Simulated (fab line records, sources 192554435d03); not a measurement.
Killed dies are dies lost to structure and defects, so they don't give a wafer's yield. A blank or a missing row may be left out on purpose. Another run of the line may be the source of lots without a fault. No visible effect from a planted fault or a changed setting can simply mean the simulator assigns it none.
Chamber matching :: flow n5_finfet :: rie_diel-05 running N5_MOL_CONTACT_COAG_DESCUM_88: 4 sister chambers
The step chemistry O2, time 7 s. 16 wafers are shown with their chamber, then 8 later ones without.

WAFERS PAIRED WITH THEIR CHAMBERS
wafer: L074.1
chamber: 1
showerhead_plenum_p_Torr (Torr): 2.24
oes_product_au (a.u.): 0.79
throttle_valve_pct (%): 20.19

wafer: L074.2
chamber: 3
showerhead_plenum_p_Torr (Torr): 2.14
oes_product_au (a.u.): 0.88
throttle_valve_pct (%): 20.55

wafer: L074.3
chamber: 2
showerhead_plenum_p_Torr (Torr): 2.16
oes_product_au (a.u.): 0.70
throttle_valve_pct (%): 20.40

wafer: L076.3
chamber: 3
showerhead_plenum_p_Torr (Torr): 2.14
oes_product_au (a.u.): 0.88
throttle_valve_pct (%): 20.54

wafer: L076.4
chamber: 1
showerhead_plenum_p_Torr (Torr): 2.24
oes_product_au (a.u.): 0.80
throttle_valve_pct (%): 20.20

wafer: L076.5
chamber: 1
showerhead_plenum_p_Torr (Torr): 2.24
oes_product_au (a.u.): 0.78
throttle_valve_pct (%): 20.18

wafer: L080.2
chamber: 1
showerhead_plenum_p_Torr (Torr): 2.23
oes_product_au (a.u.): 0.79
throttle_valve_pct (%): 20.20

wafer: L080.4
chamber: 3
showerhead_plenum_p_Torr (Torr): 2.14
oes_product_au (a.u.): 0.87
throttle_valve_pct (%): 20.58

wafer: L080.5
chamber: 2
showerhead_plenum_p_Torr (Torr): 2.15
oes_product_au (a.u.): 0.69
throttle_valve_pct (%): 20.44

wafer: L081.2
chamber: 0
showerhead_plenum_p_Torr (Torr): 2.03
oes_product_au (a.u.): 0.92
throttle_valve_pct (%): 20.44

wafer: L081.3
chamber: 2
showerhead_plenum_p_Torr (Torr): 2.15
oes_product_au (a.u.): 0.70
throttle_valve_pct (%): 20.44

wafer: L081.5
chamber: 1
showerhead_plenum_p_Torr (Torr): 2.23
oes_product_au (a.u.): 0.78
throttle_valve_pct (%): 20.21

wafer: L085.1
chamber: 0
showerhead_plenum_p_Torr (Torr): 2.03
oes_product_au (a.u.): 0.89
throttle_valve_pct (%): 20.46

wafer: L085.2
chamber: 2
showerhead_plenum_p_Torr (Torr): 2.15
oes_product_au (a.u.): 0.69
throttle_valve_pct (%): 20.44

wafer: L085.3
chamber: 1
showerhead_plenum_p_Torr (Torr): 2.23
oes_product_au (a.u.): 0.77
throttle_valve_pct (%): 20.22

wafer: L087.2
chamber: 1
showerhead_plenum_p_Torr (Torr): 2.23
oes_product_au (a.u.): 0.76
throttle_valve_pct (%): 20.22

SIGNATURES (averages over the wafers above)
reading: showerhead_plenum_p_Torr
chamber 0: 2.0300
chamber 1: 2.2343
chamber 2: 2.1525
chamber 3: 2.1400
scatter within a chamber: 0.00453

reading: oes_product_au
chamber 0: 0.9050
chamber 1: 0.7814
chamber 2: 0.6950
chamber 3: 0.8767
scatter within a chamber: 0.0119

reading: throttle_valve_pct
chamber 0: 20.4500
chamber 1: 20.2029
chamber 2: 20.4300
chamber 3: 20.5567
scatter within a chamber: 0.0173
Rule: a wafer's distance from a chamber is the root of the sum, over the readings, of the square of ((its reading less the chamber's mean) divided by the reading's scatter). If the next closest chamber is less than 2 further off than the closest, the wafer can't be placed; otherwise it belongs to the closest. The scatter is the square root of a quotient: the sum, over the shown wafers, of each reading's squared deviation from its chamber's mean, divided by wafers minus chambers.

WAFERS WITH NO CHAMBER GIVEN
wafer: L087.3
showerhead_plenum_p_Torr (Torr): 2.03
oes_product_au (a.u.): 0.88
throttle_valve_pct (%): 20.44

wafer: L087.4
showerhead_plenum_p_Torr (Torr): 2.13
oes_product_au (a.u.): 0.85
throttle_valve_pct (%): 20.59

wafer: L088.3
showerhead_plenum_p_Torr (Torr): 2.23
oes_product_au (a.u.): 0.75
throttle_valve_pct (%): 20.23

wafer: L088.4
showerhead_plenum_p_Torr (Torr): 2.13
oes_product_au (a.u.): 0.84
throttle_valve_pct (%): 20.61

wafer: L088.5
showerhead_plenum_p_Torr (Torr): 2.23
oes_product_au (a.u.): 0.76
throttle_valve_pct (%): 20.24

wafer: L092.1
showerhead_plenum_p_Torr (Torr): 2.22
oes_product_au (a.u.): 0.76
throttle_valve_pct (%): 20.24

wafer: L092.3
showerhead_plenum_p_Torr (Torr): 2.02
oes_product_au (a.u.): 0.86
throttle_valve_pct (%): 20.47

wafer: L092.4
showerhead_plenum_p_Torr (Torr): 2.15
oes_product_au (a.u.): 1.00
throttle_valve_pct (%): 20.11

CHAMBER TAKEN BY EACH
wafer: L087.3
from the rows above: 0
in truth: 0

wafer: L087.4
from the rows above: 3
in truth: 3

wafer: L088.3
from the rows above: 1
in truth: 1

wafer: L088.4
from the rows above: 3
in truth: 3

wafer: L088.5
from the rows above: 1
in truth: 1

wafer: L092.1
from the rows above: 1
in truth: 1

wafer: L092.3
from the rows above: 0
in truth: 0

wafer: L092.4
from the rows above: can't be placed: 1 or 3
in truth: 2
Placed correctly: 7 of 8. These rows do not allow placing 1 (true chamber among the candidates in 0). Number placed wrongly: 0.
